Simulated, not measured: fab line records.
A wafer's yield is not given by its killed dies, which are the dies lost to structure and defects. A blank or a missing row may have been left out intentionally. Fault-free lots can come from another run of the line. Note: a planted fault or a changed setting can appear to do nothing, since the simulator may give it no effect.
Which tool was responsible?	flow n5 finfet	Sampling: 12 lots, 33 wafers, 4 of 1938 route steps

== WHAT EACH GAUGE READ, for each wafer ==
N5_BEOL_M12_CD_MEAS_10: the cd target is 140 nm.
lot	measured	on	cd nm (nm)
L295	day 10 17:23	cd sem-03	139.3 140.0 142.1
L303	day 12 00:32	cd sem-01	136.3 138.0 139.8
L302	day 12 01:08	cd sem-03	139.2 140.3 140.1
L306	day 13 12:23	cd sem-01	141.1 141.2 140.3
L305	day 13 13:19	cd sem-03	141.4 142.4 138.0
L308	day 13 14:02	cd sem-03	143.2 143.6 142.8
L309	day 13 22:44	cd sem-03	140.0 142.4 145.1
L310	day 14 15:47	cd sem-03	138.8 142.9
L312	day 14 20:07	cd sem-02	141.4
L314	day 15 13:54	cd sem-02	143.0 140.3 141.1
L317	day 16 07:26	cd sem-01	143.7 139.0 139.4
L315	day 16 07:41	cd sem-01	142.2 138.8 138.2

N5_BEOL_M12_OVL_MEAS_29.
lot	measured	on	M12_OVL (nm)
L295	day 10 18:26	overlay-02	-9 -3 -3
L303	day 12 01:35	overlay-02	-11 -7 -1
L302	day 12 02:13	overlay-02	-13 -2 -2
L306	day 13 13:48	overlay-02	0 -9 -10
L305	day 13 14:53	overlay-02	-8 -14 -2
L308	day 13 15:23	overlay-02	-1 3 2
L309	day 13 23:40	overlay-02	-10 -1 -3
L310	day 14 16:51	overlay-02	-9 -2
L312	day 14 21:13	overlay-01	-1
L314	day 15 14:50	overlay-01	-8 -6 -11
L317	day 16 09:04	overlay-01	-2 1 -3
L315	day 16 09:07	overlay-02	-12 -6 -7

== TOOL THAT RAN EACH LOT (tool first, then ch and the chambers of the sampled wafers, then the start) ==
lot	N5_BEOL_M12_VIA_ETCH_16	N5_BEOL_M12_COAT_22
L295	rie diel-04 ch 0,1,3, day 10 17:33	litho track-05 ch 0, day 10 18:00
L303	rie diel-04 ch 1,2, day 12 00:43	litho track-05 ch 0, day 12 01:10
L302	rie diel-06 ch 1,3, day 12 01:19	litho track-03 ch 0, day 12 01:46
L306	rie diel-06 ch 0,1,2, day 13 12:46	litho track-02 ch 0, day 13 13:22
L305	rie diel-06 ch 1,3, day 13 13:29	litho track-02 ch 0, day 13 14:26
L308	rie diel-05 ch 0,2,3, day 13 14:16	litho track-05 ch 0, day 13 15:05
L309	rie diel-05 ch 0,2, day 13 22:55	litho track-05 ch 0, day 13 23:22
L310	rie diel-04 ch 1,2, day 14 16:03	litho track-05 ch 0, day 14 16:25
L312	rie diel-05 ch 0, day 14 20:20	litho track-05 ch 0, day 14 20:54
L314	rie diel-06 ch 0,1,3, day 15 14:04	litho track-02 ch 0, day 15 14:31
L317	rie diel-06 ch 0,3, day 16 08:11	litho track-03 ch 0, day 16 08:38
L315	rie diel-04 ch 1,2,3, day 16 08:11	litho track-02 ch 0, day 16 08:39
- N5_BEOL_M12_VIA_ETCH_16: etches SiOC in C4F8/O2/Ar, target depth 724.8 nm.
- N5_BEOL_M12_COAT_22: resist thk 300 nm.

== AS READ BY THE TOOLS THEMSELVES (means over the sampled wafers that have a number; for cases with no such wafer, the mark the record gives instead) ==
N5_BEOL_M12_VIA_ETCH_16.
lot	tool	C4F8_flow_sccm (sccm)	drypump motor current A (A)	oes product au (a.u.)	rf vpp V (V)	showerhead plenum p Torr (Torr)	throttle valve pct (%)
L295	rie diel-04	14.99	5.5	0.65	665	3.39	24.21
L303	rie diel-04	14.97	6.1	0.71	663	3.30	24.35
L302	rie diel-06	14.94	5.4	0.70	666	3.47	24.56
L306	rie diel-06	15.07	5.2	0.64	663	3.34	24.46
L305	rie diel-06	15.01	5.1	0.74	669	3.55	24.48
L308	rie diel-05	14.97	5.9	0.74	670	3.58	24.16
L309	rie diel-05	14.96	5.6	0.71	669	3.55	24.15
L310	rie diel-04	14.94	6.1	0.68	661	3.28	24.27
L312	rie diel-05	14.87	5.9	0.63	669	3.56	24.68
L314	rie diel-06	14.96	5.1	0.67	664	3.43	24.48
L317	rie diel-06	14.95	4.9	0.72	667	3.51	24.40
L315	rie diel-04	15.04	5.7	0.66	663	3.32	24.36

N5_BEOL_M12_COAT_22.
lot	tool	spin speed rpm (rpm)
L295	litho track-05	2887.6
L303	litho track-05	2889.2
L302	litho track-03	2887.7
L306	litho track-02	2887.6
L305	litho track-02	2886.9
L308	litho track-05	2890.3
L309	litho track-05	2886.2
L310	litho track-05	2533.4
L312	litho track-05	2536.4
L314	litho track-02	2890.3
L317	litho track-03	2890.5
L315	litho track-02	2887.8

== THE ANSWER, worked out from the rows above alone ==
Rule: usual is defined by the lots themselves. The widest of any qualifying gaps counts: lots, ordered by their means at a reading, are off when they make up no more than a third of the lots, leave a main group of 4 or more, and stand apart from it by 3 or more times the standard deviation of that group's means. If all means in a main group match to the digits the tables above print for the reading, that group is not used. A lot without any number at a reading at which 4 lots or more have one is off too. All remaining lots with rows at the step are treated as sound. After the gauges, taken in route order, come the tools' own readings; for these a lot's mean is taken, as printed above. At the first step where some lot is off, the reading lying furthest off is the one used; lots without a number count as furthest.
Off: L310, L312 (N5_BEOL_M12_COAT_22, spin speed rpm). For the main group the mean is 2888.4 rpm and the standard deviation 1.5.
A tool fits if, at that step or a process step before it, it ran every lot that is off, and no sound lot after the first of them. One fits: litho track-05 at N5_BEOL_M12_COAT_22. Its last sound lot is L309 (day 13 23:22), its first lot that is off L310 (day 14 16:25): a fault that began between those two fits.
On the lots that are off, the tool's own readings at N5_BEOL_M12_COAT_22 differ by more than 5 times the standard deviation of the sound lots' means, which bears it out; spin speed rpm reads 2534.9 rpm there versus 2888.4 rpm on the sound lots.

== WHAT WAS PUT IN BY THE SIMULATOR ==
Process parameters drifting: litho track-05 at N5_BEOL_M12_COAT_22, beginning at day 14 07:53. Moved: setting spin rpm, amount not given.
Lots struck among those shown: L310, L312. The rule above reached the same finding.
